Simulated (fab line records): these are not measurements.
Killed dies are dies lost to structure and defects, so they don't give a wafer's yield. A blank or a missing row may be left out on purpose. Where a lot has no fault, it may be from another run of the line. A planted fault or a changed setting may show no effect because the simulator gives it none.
Comparing a struck lot with a sound one	flow n5-finfet	18 out of 1938 route steps
Sound: wafers L581.1, L581.2, L581.6. Struck: wafers L589.1, L589.2, L589.4. The cause is given at the end.
For every step that has rows: the tool of each side, followed by ch and its chambers, followed by its first start. Under that, the readings that differ: sound wafers	struck wafers	difference of the means	sigmas: that difference in standard deviations of wafers without a fault.
alike: readings whose means differ by less than 2 such deviations, and words and numbers that are the same on both sides. not compared: withheld readings, readings that some wafer has no value for, bounds like >300 that may hide the same value, and numbers for which the record gives no deviation and whose values overlap.
Wherever a step has rows on one side only, a row that says differs or no value, or a row with sigmas, the two part there. Non-overlapping numbers with no deviation appear without sigmas and do not part them. Lack of a reading on every wafer of one side parts them only where that side has two or more wafers.

N5_BEOL_M0_SAQP_HM_DEP_02: deposits TiN, target thk 12 nm.
  struck on pvd-sputter-03, day 8 05:26; sound on pvd-sputter-02, day 6 01:13
  alike: throttle-valve-pct
N5_BEOL_M0_SAQP_PECVD_03: deposits SiCN from 3MS/NH3, target thk 12 nm, time 21.1 s.
  sound on pecvd-03 ch 0,1, day 6 01:20; struck on pecvd-04 ch 1,2, day 8 05:33
  alike: showerhead-plenum-p-Torr, showerhead-vpp-V, throttle-valve-pct
N5_BEOL_M0_SAQP_PECVD_96: deposits a-Si from SiH4/He, target thk 45 nm, time 45.2 s.
  sound on pecvd-03 ch 0,1, day 6 01:22; struck on pecvd-04 ch 1,2, day 8 05:35
  alike: heater-power-w, showerhead-plenum-p-Torr, showerhead-vpp-V, throttle-valve-pct
N5_BEOL_M0_SAQP_PECVD_97: deposits SiNx from SiH4/NH3/N2, target thk 23 nm, time 19.9 s.
  sound on pecvd-03 ch 0,1, day 6 01:25; struck on pecvd-04 ch 1,2, day 8 05:38
  alike: heater-power-w, showerhead-plenum-p-Torr, showerhead-vpp-V, throttle-valve-pct
N5_BEOL_M0_SAQP_PECVD_04: deposits a-Si from SiH4/He, target thk 60 nm, time 60.2 s.
  sound on pecvd-03 ch 0,1, day 6 01:27; struck on pecvd-04 ch 1,2, day 8 05:40
  alike: heater-power-w, showerhead-plenum-p-Torr, showerhead-vpp-V, throttle-valve-pct
N5_BEOL_M0_SAQP_THK_MEAS_05:
  struck on film-metro-01, day 8 05:46; sound on film-metro-01, day 6 01:33
  alike: thk-nm
then, 6 steps without rows for these wafers: N5_BEOL_M0_SAQP_HM_DEP_111 (deposits SiO2 from SiH4/N2O, target thk 12 nm, time 7.2 s); N5_BEOL_M0_SAQP_COAT_81 (time 60 s, resist thk 100 nm); N5_BEOL_M0_SAQP_COAT_82 (time 60 s, resist thk 30 nm); N5_BEOL_M0_SAQP_COAT_08 (resist thk 90 nm); N5_BEOL_M0_SAQP_EBR_10; N5_BEOL_M0_SAQP_SOFTBAKE_09 (time 60 s).
N5_BEOL_M0_SAQP_EXPOSE_11: exposes mask M0 CORE, target cd 42 nm.
  sound on arfi-scanner-02 ch 0, day 6 01:55; struck on arfi-scanner-02 ch 0, day 8 06:08
reading	sound	struck	difference	sigmas
exposure-dose-mJ-cm2	55.00 55.01 54.99	53.22 53.39 53.20	-1.73	-30
  alike: mask, reticle-temp-C
then, 2 steps without rows for these wafers: N5_BEOL_M0_SAQP_PEB_12 (peb time 60 s); N5_BEOL_M0_SAQP_DEVELOP_13 (develop time 30 s).
N5_BEOL_M0_SAQP_CD_MEAS_14: target cd 42.5 nm.
  sound on cd-sem-01 ch 0, day 6 02:02; struck on cd-sem-01 ch 0, day 8 06:16
reading	sound	struck	difference	sigmas
cd-nm (nm)	42.2 42.3 42.2	43.8 43.8 44.2	+1.7	+5
N5_BEOL_M0_SAQP_OVL_MEAS_15:
  sound on overlay-01 ch 0, day 6 02:04; struck on overlay-01 ch 0, day 8 06:18
  alike: M0_CORE_OVL
-- here the record skips 5 days between the struck wafers' starts before and after, leaving off in module BEOL_M0_SAQP and picking up in module BEOL_M4 (first step shown: number 1111 of the route) --
N5_BEOL_M4_RC_MEAS_101:
  sound on prober-01 ch 0, day 9 06:33; struck on prober-01 ch 0, day 13 00:10
reading	sound	struck	difference	sigmas
SS_P (mV/dec)	72.6 71.9 71.7	73.4 73.4 73.8	+1.5	+2
  alike: DIBL_N, DIBL_P, IOFF_N, IOFF_P, ION_N, ION_P, SS_N, VT_N, VT_P

== WHERE THEY PART ==
Last at N5_BEOL_M4_RC_MEAS_101 as far as this record goes, first at N5_BEOL_M0_SAQP_EXPOSE_11.

WHY: what the simulator had put in
Process parameter drift: arfi-scanner-02, from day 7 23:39 on, at N5_BEOL_M0_SAQP_EXPOSE_11. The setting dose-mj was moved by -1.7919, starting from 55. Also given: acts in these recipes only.
